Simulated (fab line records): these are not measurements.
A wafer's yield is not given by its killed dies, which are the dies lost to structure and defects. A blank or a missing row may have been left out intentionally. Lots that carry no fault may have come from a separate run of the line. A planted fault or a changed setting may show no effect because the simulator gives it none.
Which tool is to blame? | flow n5_finfet | 10 lots, 30 wafers sampled, at 5 steps of a route of 1938

== WHAT EACH GAUGE READ, for each wafer ==
N5_BEOL_M5_THK_MEAS_01. Usual: M5_ILD_THK gives 121.6 nm (standard deviation 1.6).
lot  | measured     | on            | M5_ILD_THK (nm)   | flag
L999 | day 7 21:08  | film_metro-01 | 120.9 120.5 124.1 |
L102 | day 8 11:50  | film_metro-01 | 120.9 124.1 120.8 |
L103 | day 9 03:12  | film_metro-02 | 120.7 123.5 123.1 |
L105 | day 10 06:31 | film_metro-02 | 120.9 118.8 122.8 |
L108 | day 10 16:37 | film_metro-02 | 119.2 121.4 122.8 |
L109 | day 11 14:02 | film_metro-01 | 119.4 121.0 120.0 |
L115 | day 12 06:31 | film_metro-02 | 122.2 122.3 122.7 |
L116 | day 12 17:05 | film_metro-02 | 120.2 121.7 123.1 |
L117 | day 13 01:47 | film_metro-01 | 119.9 121.5 118.8 |
L121 | day 14 14:16 | film_metro-01 | 120.5 119.6 123.7 |

N5_BEOL_M5_CD_MEAS_28: target cd 30.6 nm, target cd y 20 nm. Usual: cd_nm 30.68 nm, standard deviation 0.26.
lot  | measured     | on        | cd_nm (nm)        | flag
L999 | day 7 23:05  | cd_sem-01 | 30.79 30.61 30.56 |
L102 | day 8 15:44  | cd_sem-03 | 30.50 30.14 30.19 |
L103 | day 9 10:07  | cd_sem-03 | 30.62 30.78 30.72 |
L105 | day 10 09:56 | cd_sem-01 | 31.14 30.66 30.64 |
L108 | day 10 22:01 | cd_sem-01 | 30.24 30.86 30.64 |
L109 | day 11 17:03 | cd_sem-02 | 30.26 30.62 30.61 |
L115 | day 12 11:07 | cd_sem-01 | 29.86 29.30 29.68 | OFF
L116 | day 12 22:08 | cd_sem-02 | 29.53 29.09 29.57 | OFF
L117 | day 13 06:47 | cd_sem-03 | 30.73 30.82 30.90 |
L121 | day 14 16:47 | cd_sem-02 | 30.67 31.09 30.77 |

N5_BEOL_M5_OVL_MEAS_29. Usual: V4_OVL gives -0.2 nm (standard deviation 0.69).
lot  | measured     | on         | V4_OVL (nm)    | flag
L999 | day 7 23:07  | overlay-02 | 0.3 0.5 0.9    |
L102 | day 8 15:46  | overlay-02 | -0.4 -0.8 -0.1 |
L103 | day 9 10:10  | overlay-01 | 0.6 1.0 0.9    |
L105 | day 10 09:58 | overlay-01 | -0.2 0.3 0.9   |
L108 | day 10 22:03 | overlay-01 | -0.4 -0.4 0.4  |
L109 | day 11 17:05 | overlay-01 | 0.0 0.3 0.5    |
L115 | day 12 11:10 | overlay-01 | 0.6 0.1 -0.2   |
L116 | day 12 22:10 | overlay-02 | 0.2 0.1 1.0    |
L117 | day 13 06:49 | overlay-01 | 0.4 -0.3 0.0   |
L121 | day 14 16:49 | overlay-01 | -1.6 -0.5 -1.9 |

== EACH LOT AND THE TOOL THAT RAN IT (in order: tool; ch and the chambers of the sampled wafers; start) ==
lot  | N5_BEOL_M5_ETCH_61                 | N5_BEOL_M5_EXPOSE_25
L999 | rie_diel-04 ch 0,2,3, day 7 22:13  | euv_scanner-02 ch 0, day 7 22:57
L102 | rie_diel-03 ch 0,1,2, day 8 13:36  | euv_scanner-01 ch 0, day 8 15:35
L103 | rie_diel-04 ch 0,2,3, day 9 06:41  | euv_scanner-02 ch 0, day 9 09:59
L105 | rie_diel-03 ch 0,3, day 10 07:50   | euv_scanner-02 ch 0, day 10 09:48
L108 | rie_diel-05 ch 1,3, day 10 19:08   | euv_scanner-01 ch 0, day 10 21:53
L109 | rie_diel-05 ch 0,1,2, day 11 15:22 | euv_scanner-01 ch 0, day 11 16:55
L115 | rie_diel-03 ch 1,3, day 12 10:08   | euv_scanner-01 ch 0, day 12 10:59
L116 | rie_diel-05 ch 0,2,3, day 12 20:09 | euv_scanner-01 ch 0, day 12 22:00
L117 | rie_diel-03 ch 2,3, day 13 05:43   | euv_scanner-02 ch 0, day 13 06:39
L121 | rie_diel-03 ch 0,1,3, day 14 15:30 | euv_scanner-02 ch 0, day 14 16:39
- N5_BEOL_M5_ETCH_61: etches SiARC in CF4, target depth 15.6 nm, time 26 s.
- N5_BEOL_M5_EXPOSE_25: exposes mask V4, defocus 10 nm.

== WHAT THE TOOLS THEMSELVES READ (means of the sampled wafers that have a number; where no wafer has one, the mark that the record gives instead) ==
N5_BEOL_M5_ETCH_61. Usual: bias_w 36.00 W (standard deviation 0.11); drypump_motor_current_A 5.6 A (standard deviation 0.53); etch_rf_on_time_s 25.9 s (standard deviation 0.53); oes_product_au 0.69 a.u. (standard deviation 0.072); rf_vpp_V 184.4 V (standard deviation 1.2); showerhead_plenum_p_Torr 2.16 Torr (standard deviation 0.08); throttle_valve_pct 15.68 % (standard deviation 0.22).
lot  | tool        | bias_w (W) | drypump_motor_current_A (A) | etch_rf_on_time_s (s) | oes_product_au (a.u.) | rf_vpp_V (V) | showerhead_plenum_p_Torr (Torr) | throttle_valve_pct (%) | flag
L999 | rie_diel-04 | 35.93      | 5.1                         | 26.1                  | 0.63                  | 184.1        | 2.13                            | 15.63                  |
L102 | rie_diel-03 | 35.99      | 5.7                         | 26.2                  | 0.62                  | 184.0        | 2.13                            | 15.83                  |
L103 | rie_diel-04 | 35.95      | 5.1                         | 26.1                  | 0.63                  | 184.8        | 2.13                            | 15.63                  |
L105 | rie_diel-03 | 36.09      | 5.4                         | 26.1                  | 0.69                  | 183.5        | 2.06                            | 15.83                  |
L108 | rie_diel-05 | 35.97      | 5.8                         | 25.8                  | 0.71                  | 184.9        | 2.21                            | 15.66                  |
L109 | rie_diel-05 | 35.97      | 5.5                         | 25.6                  | 0.73                  | 186.0        | 2.26                            | 15.69                  |
L115 | rie_diel-03 | 36.06      | 6.2                         | 26.0                  | 0.71                  | 183.7        | 2.12                            | 15.81                  |
L116 | rie_diel-05 | 36.00      | 5.6                         | 25.9                  | 0.72                  | 185.6        | 2.20                            | 15.54                  |
L117 | rie_diel-03 | 35.89      | 6.2                         | 25.2                  | 0.78                  | 185.2        | 2.16                            | 15.46                  |
L121 | rie_diel-03 | 35.92      | 5.8                         | 26.3                  | 0.66                  | 183.4        | 2.09                            | 15.88                  |

N5_BEOL_M5_EXPOSE_25. Usual: exposure_dose_mJ_cm2 52.65, standard deviation 0.086.
lot  | tool           | exposure_dose_mJ_cm2 | flag
L999 | euv_scanner-02 | 52.62                |
L102 | euv_scanner-01 | 52.71                |
L103 | euv_scanner-02 | 52.62                |
L105 | euv_scanner-02 | 52.53                |
L108 | euv_scanner-01 | 52.75                |
L109 | euv_scanner-01 | 52.71                |
L115 | euv_scanner-01 | 50.23                | OFF
L116 | euv_scanner-01 | 50.70                | OFF
L117 | euv_scanner-02 | 52.54                |
L121 | euv_scanner-02 | 52.46                |

== THE ANSWER, worked out from the rows above alone ==
Rule: lot off if the mean of its wafers having a number is beyond 3 standard deviations from the usual mean. Also off: a lot with no number at a reading for which 4 or more lots have one. All remaining lots with rows at the step are treated as sound. First the gauges in route order, then the tools' own readings, where a lot's mean is used as printed above. The first step at which some lot is off is used, and at that step the reading that is off furthest; a lot without a number counts as furthest.
Off: L115, L116 (N5_BEOL_M5_CD_MEAS_28, cd_nm).
A tool fits if, at a process step before that reading, it ran every lot that is off, and no sound lot after the first of them. Not tried: the gauges at N5_BEOL_M5_CD_MEAS_28; whatever is off there is also off at N5_BEOL_M5_EXPOSE_25, on other tools, and gauge error can't account for it. One fits: euv_scanner-01 at N5_BEOL_M5_EXPOSE_25. A fault onset in the window from L109 (day 11 16:55, its last sound lot) to L115 (day 12 10:59, its first lot off) fits.
The tool's own readings at N5_BEOL_M5_EXPOSE_25 bear it out: on the lots that are off they differ by more than 5 times the standard deviation of the sound lots' means. exposure_dose_mJ_cm2 reads 50.47 there against 52.62 on the sound lots.

== WHAT THE SIMULATOR HAD PUT IN ==
Process parameters drifting: euv_scanner-01 at N5_BEOL_M5_EXPOSE_25, beginning at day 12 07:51. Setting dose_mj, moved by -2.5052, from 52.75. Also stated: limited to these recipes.
Lots struck among those shown: L115, L116. The rule given above showed the same thing.
